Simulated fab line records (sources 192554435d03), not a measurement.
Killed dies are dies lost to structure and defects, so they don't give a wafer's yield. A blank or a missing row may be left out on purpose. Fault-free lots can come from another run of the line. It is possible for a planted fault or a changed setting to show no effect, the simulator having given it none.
What tool caused it? / flow n5-finfet / 10 lots with 29 wafers sampled at 4 steps, on a route of 1938 steps

WHAT THE GAUGES SHOWED, per wafer
N5_MOL_CONTACT_COAG_CD_MEAS_84: target cd 25.1 nm.
lot=L264; measured=day 5 00:09; on=cd-sem-03; cd-nm (nm)=24.97 25.13 25.38
lot=L267; measured=day 5 19:22; on=cd-sem-01; cd-nm (nm)=25.28 24.92 25.51
lot=L268; measured=day 6 05:13; on=cd-sem-01; cd-nm (nm)=25.40 25.52 25.41
lot=L270; measured=day 6 15:29; on=cd-sem-03; cd-nm (nm)=25.03 24.74 25.32
lot=L273; measured=day 7 10:32; on=cd-sem-01; cd-nm (nm)=25.00 25.43 25.30
lot=L275; measured=day 8 01:08; on=cd-sem-02; cd-nm (nm)=25.46 25.50 25.20
lot=L276; measured=day 8 04:32; on=cd-sem-01; cd-nm (nm)=24.94 24.84 24.94
lot=L277; measured=day 8 09:54; on=cd-sem-01; cd-nm (nm)=25.37 21.96 25.01
lot=L279; measured=day 8 17:07; on=cd-sem-03; cd-nm (nm)=24.99 21.83
lot=L286; measured=day 10 21:24; on=cd-sem-02; cd-nm (nm)=25.53 25.42 25.51

WHAT TOOL EACH LOT RAN ON (gives the tool, then ch and the chambers of the sampled wafers, and finally the start)
lot=L264; N5_MOL_CONTACT_COAG_STRIP_98=rie-diel-05 ch 0,1,2, day 4 15:13; N5_MOL_CONTACT_COAG_ALD_123=ald-sin-04 ch 0,1,2, day 4 23:11; N5_MOL_CONTACT_COAG_EXPOSE_81=euv-scanner-01 ch 0, day 5 00:00
lot=L267; N5_MOL_CONTACT_COAG_STRIP_98=rie-diel-05 ch 1,2,3, day 5 10:02; N5_MOL_CONTACT_COAG_ALD_123=ald-sin-03 ch 2,3, day 5 18:32; N5_MOL_CONTACT_COAG_EXPOSE_81=euv-scanner-01 ch 0, day 5 19:14
lot=L268; N5_MOL_CONTACT_COAG_STRIP_98=rie-diel-05 ch 0,1,3, day 5 17:53; N5_MOL_CONTACT_COAG_ALD_123=ald-sin-01 ch 0,1, day 6 04:16; N5_MOL_CONTACT_COAG_EXPOSE_81=euv-scanner-02 ch 0, day 6 05:05
lot=L270; N5_MOL_CONTACT_COAG_STRIP_98=rie-diel-01 ch 0,3, day 6 05:16; N5_MOL_CONTACT_COAG_ALD_123=ald-sin-01 ch 1,2,3, day 6 14:38; N5_MOL_CONTACT_COAG_EXPOSE_81=euv-scanner-02 ch 0, day 6 15:20
lot=L273; N5_MOL_CONTACT_COAG_STRIP_98=rie-diel-01 ch 0,1,3, day 7 00:34; N5_MOL_CONTACT_COAG_ALD_123=ald-sin-03 ch 0,1,2, day 7 09:41; N5_MOL_CONTACT_COAG_EXPOSE_81=euv-scanner-01 ch 0, day 7 10:23
lot=L275; N5_MOL_CONTACT_COAG_STRIP_98=rie-diel-01 ch 0,1,2, day 7 13:01; N5_MOL_CONTACT_COAG_ALD_123=ald-sin-04 ch 0,1, day 8 00:10; N5_MOL_CONTACT_COAG_EXPOSE_81=euv-scanner-02 ch 0, day 8 01:00
lot=L276; N5_MOL_CONTACT_COAG_STRIP_98=rie-diel-05 ch 0,1,3, day 7 19:28; N5_MOL_CONTACT_COAG_ALD_123=ald-sin-03 ch 0,3, day 8 03:41; N5_MOL_CONTACT_COAG_EXPOSE_81=euv-scanner-02 ch 0, day 8 04:24
lot=L277; N5_MOL_CONTACT_COAG_STRIP_98=rie-diel-05 ch 1,2, day 7 23:02; N5_MOL_CONTACT_COAG_ALD_123=ald-sin-01 ch 0,2, day 8 08:56; N5_MOL_CONTACT_COAG_EXPOSE_81=euv-scanner-01 ch 0, day 8 09:46
lot=L279; N5_MOL_CONTACT_COAG_STRIP_98=rie-diel-01 ch 1,3, day 8 09:02; N5_MOL_CONTACT_COAG_ALD_123=ald-sin-03 ch 1,3, day 8 16:17; N5_MOL_CONTACT_COAG_EXPOSE_81=euv-scanner-01 ch 0, day 8 16:59
lot=L286; N5_MOL_CONTACT_COAG_STRIP_98=rie-diel-01 ch 0,1,3, day 10 12:05; N5_MOL_CONTACT_COAG_ALD_123=ald-sin-04 ch 0,1,2, day 10 20:26; N5_MOL_CONTACT_COAG_EXPOSE_81=euv-scanner-02 ch 0, day 10 21:16
- N5_MOL_CONTACT_COAG_STRIP_98: strips in N2/H2.
- N5_MOL_CONTACT_COAG_ALD_123: deposits SiNx, target thk 5 nm, pulse time 1 s, purge time 2 s.
- N5_MOL_CONTACT_COAG_EXPOSE_81: exposes mask VG, defocus 0 nm.

THE ANSWER, worked out from the rows above alone
Rule: usual is defined by the lots themselves. Put in order of their means at a reading, lots are off if they are a third of the lots or fewer, leave a main group of 4 or more, and stand apart from it by a gap of 3 or more times the standard deviation of the main group's means; of several such gaps the widest counts. The tables above print the reading to a certain number of digits; a main group whose means all agree to those digits is not used. A lot without any number at a reading at which 4 lots or more have one is off too. The other lots that the step has rows for count as sound.
Off: L277, L279 (N5_MOL_CONTACT_COAG_CD_MEAS_84, cd-nm). Mean 25.24 nm and standard deviation 0.19 in the main group.
If a tool, at a process step before that reading, ran all the lots that are off and no sound lot after the first of them, it fits. The gauges at N5_MOL_CONTACT_COAG_CD_MEAS_84 are tried like those tools. One fits: N5_MOL_CONTACT_COAG_EXPOSE_81 on euv-scanner-01. A fault onset in the window from L273 (day 7 10:23, its last sound lot) to L277 (day 8 09:46, its first lot off) fits.

WHAT HAD BEEN PUT IN BY THE SIMULATOR
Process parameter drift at N5_MOL_CONTACT_COAG_EXPOSE_81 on euv-scanner-01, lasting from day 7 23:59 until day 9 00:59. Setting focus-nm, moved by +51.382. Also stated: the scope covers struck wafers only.
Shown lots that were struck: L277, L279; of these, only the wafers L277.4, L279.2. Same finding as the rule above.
